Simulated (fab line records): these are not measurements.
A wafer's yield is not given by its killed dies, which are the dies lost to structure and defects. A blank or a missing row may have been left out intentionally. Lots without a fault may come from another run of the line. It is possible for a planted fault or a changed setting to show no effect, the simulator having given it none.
Split-lot trial | flow n5 finfet | on a route of 1938 steps: 7 lots, 21 wafers read

## THE SPLIT ITSELF
At N5_BEOL_M13_TRENCH_ETCH_34 (etches SiOC in C4F8/O2/Ar, target depth 413.47 nm, time 162.6 s), the setting time s was moved away from the recipe's 162.6 s on 9 of the 21 wafers read, by -17.8% to +21.9%. All remaining wafers had this setting at the recipe value.

## FROM THE SPLIT TO THE READING: what the file shows between them, 10 steps
- N5_BEOL_M13_STRIP_70: strips in C4F8/O2/Ar
- N5_BEOL_M13_OCD_MEAS_35
- N5_BEOL_M13_SPUTTER_44: material Ta, target thk 10 nm, time 16.13 s (also split here: power w)
- N5_BEOL_M13_SPUTTER_45: material Cu, target thk 80 nm, time 13.33 s
- N5_BEOL_M13_ECD_47: material Cu, target thk 936 nm
- N5_BEOL_M13_ANNEAL_48: time 90 s
- N5_BEOL_M13_CMP_49: polishes, stops on SiOC, t overpolish 17.1 s, target thk 420 nm
- N5_BEOL_M13_THK_MEAS_50: measures by xrf
- N5_BEOL_M13_PRE_CLEAN_52: time 15 s
- N5_BEOL_M13_DEP_53: deposits SiCN from 3MS/NH3, target thk 50 nm, time 17.8 s

## THE READING
At N5_BEOL_M13_RS_MEAS_54, a four-point-probe measurement gives M13_RS in ohm/sq. Typical for fault-free wafers on this fab line: 0.0453 ohm/sq, with standard deviation 0.0008 ohm/sq.

wafer  | tool, chamber at the split | time s as run, s | against the recipe | M13_RS, ohm/sq | against lot-mates on the recipe
L074.1 | rie diel-01, 0             | 133.6            | -17.8%             | 0.0561         | +0.0105
L074.2 | rie diel-01, 2             | 162.6            | recipe             | 0.0469         | -
L074.5 | rie diel-01, 1             | 162.6            | recipe             | 0.0442         | -
L076.1 | rie diel-05, 2             | 193.8            | +19.2%             | 0.0381         | no lot-mate on the recipe
L076.4 | rie diel-05, 3             | 193.8            | +19.2%             | 0.0376         | no lot-mate on the recipe
L076.5 | rie diel-05, 3             | 193.8            | +19.2%             | 0.0374         | no lot-mate on the recipe
L079.2 | rie diel-02, 1             | 195.7            | +20.4%             | 0.0376         | -0.0075
L079.3 | rie diel-02, 0             | 162.6            | recipe             | 0.0449         | -
L079.5 | rie diel-02, 2             | 162.6            | recipe             | 0.0453         | -
L086.2 | rie diel-01, 0             | 138.6            | -14.8%             | 0.0539         | +0.0070
L086.3 | rie diel-01, 1             | 138.6            | -14.8%             | 0.0522         | +0.0053
L086.5 | rie diel-01, 2             | 162.6            | recipe             | 0.0469         | -
L087.1 | rie diel-05, 3             | 162.6            | recipe             | 0.0446         | -
L087.2 | rie diel-05, 1             | 143.7            | -11.6%             | 0.0527         | +0.0072
L087.6 | rie diel-05, 1             | 162.6            | recipe             | 0.0463         | -
L090.3 | rie diel-02, 2             | 162.6            | recipe             | 0.0457         | -
L090.5 | rie diel-02, 1             | 162.6            | recipe             | 0.0458         | -
L090.6 | rie diel-02, 0             | 162.6            | recipe             | 0.0447         | -
L094.1 | rie diel-05, 1             | 162.6            | recipe             | 0.0456         | -
L094.3 | rie diel-05, 2             | 198.2            | +21.9%             | 0.0369         | -0.0087
L094.6 | rie diel-05, 2             | 162.6            | recipe             | 0.0456         | -

FIT RESULTS
A straight line over all 21 wafers: M13_RS changes by -0.000456 ohm/sq for each +1% of time s; r = -0.98; the points scatter about the line by 0.001 ohm/sq.
The same after taking each lot's own level away (the mean of its wafers on the recipe; 18 wafers): -0.000444 ohm/sq for each +1%; r = -0.97; scatter 0.0011 ohm/sq.
According to that fit, moving time s by its largest amount changes the reading by 0.0097 ohm/sq.
From 0.04510 to 0.04690 ohm/sq: that is the span of the lots' own levels, equal to 2.2 times the standard deviation above.
So the lot-to-lot level changes the slope little: the two slopes agree.
Check: -0.00971 ohm/sq against its lot-mates is what the line predicts for one of the wafers moved furthest among these (+21.9%) when that wafer is left out of the fit. Against them it came out at -0.0087 ohm/sq.

## THESE WAFERS: OTHER SPLITS
Note: prior to the reading, these wafers also went through further splits. Each is held against what the fit with the lots' levels taken away leaves over:
other split on the same wafers    | wafers away from the commonest value | r with M13_RS (lot level and that fit taken away)
N5_BEOL_M11_COAT_59 spin rpm      | 3                                    | +0.45
N5_BEOL_M11_TRENCH_ETCH_37 bias w | 5                                    | -0.14
N5_BEOL_M12_DEP_53 time s         | 6                                    | +0.03
N5_BEOL_M13_COAT_58 spin rpm      | 8                                    | +0.16
N5_BEOL_M13_SPUTTER_44 power w    | 8                                    | +0.10

## THE WHOLE CHAIN: every reading that the file lists as answering this split, in the file's order
step                       | what it does                                                    | reading                                                                       | change (the file's fit)              | r (the file's)
N5_BEOL_M13_TRENCH_ETCH_34 | etches SiOC in C4F8/O2/Ar, target depth 413.47 nm, time 162.6 s | etch.depth nm (the simulator's own value, which no gauge read)                | +4.01 nm for each +1% of the setting | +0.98
N5_BEOL_M13_OCD_MEAS_35    |                                                                 | trench depth nm                                                               | +3.99 nm for each +1% of the setting | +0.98
N5_BEOL_M13_CMP_49         | polishes, stops on SiOC, t overpolish 17.1 s, target thk 420 nm | Cu_of_BEOL_M13_ECD_47.thk nm (the simulator's own value, which no gauge read) | +4.06 nm for each +1% of the setting | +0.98
N5_BEOL_M13_THK_MEAS_50    | measures by xrf                                                 | M13_THK                                                                       | +4 for each +1% of the setting       | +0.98
N5_BEOL_M13_RS_MEAS_54     | measures by four-point-probe                                    | M13_RS                                                                        | -0.00045 for each +1% of the setting | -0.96

## THE FILE'S OWN FIT
M13_RS changes by -0.00045 ohm/sq for each +1% of time s, r = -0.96.
